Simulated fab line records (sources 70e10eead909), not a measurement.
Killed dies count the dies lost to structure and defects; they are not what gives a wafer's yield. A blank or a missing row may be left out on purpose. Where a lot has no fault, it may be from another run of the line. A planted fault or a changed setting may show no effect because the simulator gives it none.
Shared-tool check ; flow nand_harc ; 1 lot, 3 wafers sampled

== WHY IT WAS OPENED ==
At NHARC_END_SORT_01 the reading killed_at_periphery is flagged on 1 of 1 lot. Fault-free wafers read 4.0, with a standard deviation of 2.9.
Rule: flag the lot when none of its wafers has a number, or when each of its wafers that has one lies beyond 4 standard deviations from that mean. The other lots count as sound.

lot;measured;on;killed_at_periphery, wafer by wafer;flag
L354;day 29 03:16;prober-01;650 632 637;FLAGGED
On average the flagged lots read 639.7, which is +635.7 against the usual, or +99 or more standard deviations.

== WHICH TOOL RAN EACH LOT ==
4 process steps preceding the reading are held in the record, out of 1302 steps in the route. Cell contents, in order: the tool; ch with the chambers the sampled wafers went through; the start.
lot;flag;NHARC_P_ZERO_WELL_DESCUM_54;NHARC_P_STI_DESCUM_14;NHARC_P_GATE_EXPOSE_08;NHARC_P_GATE_HM_DEP_102
L354;FLAGGED;rie_diel-01 ch 0,2, day 7 01:57;rie_diel-13 ch 0,1,3, day 7 18:19;krf_scanner-04 ch 0, day 9 08:38;acl_dep-03 ch 0, day 9 22:58
What the steps here do:
- NHARC_P_ZERO_WELL_DESCUM_54: chemistry O2, time 3 s.
- NHARC_P_STI_DESCUM_14: chemistry O2, time 3 s.
- NHARC_P_GATE_EXPOSE_08: exposes mask P HV.
- NHARC_P_GATE_HM_DEP_102: deposits aC, target thk 120 nm.
- NHARC_END_SORT_01

== FLAGGED AGAINST TOTAL, ONE TOOL AT A TIME (gauges that did the reading follow at the end) ==
step;tool;lots run;flagged;share of the flagged lots;sound lots run after its first flagged lot
NHARC_P_ZERO_WELL_DESCUM_54;rie_diel-01;1;1;all;0
NHARC_P_STI_DESCUM_14;rie_diel-13;1;1;all;0
NHARC_P_GATE_EXPOSE_08;krf_scanner-04;1;1;all;0
NHARC_P_GATE_HM_DEP_102;acl_dep-03;1;1;all;0
NHARC_END_SORT_01;prober-01;1;1;all;0

== WHAT THE TABLE PERMITS ==
5 rows of the table ran every flagged lot: rie_diel-01 at NHARC_P_ZERO_WELL_DESCUM_54, rie_diel-13 at NHARC_P_STI_DESCUM_14, krf_scanner-04 at NHARC_P_GATE_EXPOSE_08, acl_dep-03 at NHARC_P_GATE_HM_DEP_102, prober-01 at NHARC_END_SORT_01.
- rie_diel-01 at NHARC_P_ZERO_WELL_DESCUM_54: 1 of its 1 lot flagged. The start can't be narrowed down: in this sample, it ran no sound lot prior to its first flagged lot.
- rie_diel-13 at NHARC_P_STI_DESCUM_14: 1 of its 1 lot flagged. The start can't be narrowed down: in this sample, it ran no sound lot prior to its first flagged lot.
- krf_scanner-04 at NHARC_P_GATE_EXPOSE_08: 1 of its 1 lot flagged. The start can't be narrowed down: in this sample, it ran no sound lot prior to its first flagged lot.
- acl_dep-03 at NHARC_P_GATE_HM_DEP_102: 1 of its 1 lot flagged. The start can't be narrowed down: in this sample, it ran no sound lot prior to its first flagged lot.
- prober-01 at NHARC_END_SORT_01: 1 of its 1 lot flagged. The start can't be narrowed down: in this sample, it ran no sound lot prior to its first flagged lot.
Counting lots can't tell these 5 tools apart, because each fits a fault that began at some hour. More lots, or a look at what each step does to the wafer, might.

== WHAT THE SIMULATOR PUT IN ==
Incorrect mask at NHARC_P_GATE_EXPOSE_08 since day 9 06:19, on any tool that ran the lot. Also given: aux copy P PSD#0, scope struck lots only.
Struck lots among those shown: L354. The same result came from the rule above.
